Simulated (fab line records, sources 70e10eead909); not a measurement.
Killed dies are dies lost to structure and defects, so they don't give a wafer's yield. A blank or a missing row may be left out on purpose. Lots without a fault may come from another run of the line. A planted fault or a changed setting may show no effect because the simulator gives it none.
A struck lot beside a sound one | flow nand_harc | 13 steps out of a route of 1302
Sound: wafers L687.1, L687.2, L687.6. Struck: wafers L696.2, L696.5, L696.6. The cause comes at the end.
At each step with rows: each side's tool, then ch and its chambers, then its first start. Under that, the readings that differ: sound wafers | struck wafers | difference of the means | sigmas: that difference in standard deviations of wafers without a fault.
alike: readings whose means differ by less than 2 such deviations, and words and numbers that are the same on both sides. not compared: withheld readings, readings that some wafer has no value for, bounds like >300 that may hide the same value, and numbers for which the record gives no deviation and whose values overlap.
The two part at a step that has a row with sigmas, a row that says differs or no value, or rows on one side only. Numbers that don't overlap but have no deviation are shown without sigmas and don't part them. A reading that every wafer of one side lacks parts them only if that side has two wafers or more.

first, 6 steps without rows for these wafers: NHARC_A_DECK1_JOINT_CVD_34 (deposits SiNx, target thk 20 nm); NHARC_A_DECK1_JOINT_DEP_06 (deposits SiOx, target thk 80 nm); NHARC_A_DECK1_JOINT_CURE_26 (time 32 s); NHARC_A_DECK1_JOINT_ANNEAL_27 (time 3600 s); NHARC_A_DECK1_JOINT_ANNEAL_28 (time 1800 s); NHARC_A_DECK1_JOINT_ANNEAL_29 (time 1800 s).
NHARC_A_DECK1_JOINT_CMP_02: polishes SiOx.
  sound on cmp-02 ch 2,3, day 13 02:42; struck on cmp-04 ch 1,2, day 15 23:50
  alike: motor_current_A
then, 1 step without rows for these wafers: NHARC_A_DECK1_JOINT_SRD_15.
NHARC_A_DECK1_JOINT_DEP_16: deposits SiO2, target thk 45 nm.
  sound on pecvd-04 ch 0,1, day 13 03:05; struck on pecvd-03 ch 1,2, day 16 00:16
  alike: chamber_pressure_Torr, flow_sccm, heater_power_w, rf_fwd_power_W, throttle_valve_pct
NHARC_A_DECK1_JOINT_THK_MEAS_17: measures by ellipsometry.
  sound on film_metro-01, day 13 03:23; struck on film_metro-02, day 16 00:29
  alike: thk_nm
NHARC_A_DECK1_JOINT_INSPECT_05:
  sound on defect_inspect-01, day 13 03:25; struck on defect_inspect-01, day 16 00:31
  alike: raw_defect_count
NHARC_A_ONON_D2_DEP_00: target thk 1000 nm.
  sound on pecvd_onon-04 ch 0, day 13 03:29; struck on pecvd_onon-04 ch 0, day 16 00:38
  alike: n2_flow_sccm, sih4_flow_sccm
NHARC_A_ONON_D2_THK_MEAS_02: measures by ellipsometry.
  sound on film_metro-01, day 13 03:59; struck on film_metro-01, day 16 01:16
  reading     | sound          | struck      | difference | sigmas
  thk_nm (nm) | 1008 1008 1008 | 914 913 914 | -94        | -8
  not compared: hold

WHERE THEY PART
Only at NHARC_A_ONON_D2_THK_MEAS_02, within this record.

WHY: what the simulator had put in
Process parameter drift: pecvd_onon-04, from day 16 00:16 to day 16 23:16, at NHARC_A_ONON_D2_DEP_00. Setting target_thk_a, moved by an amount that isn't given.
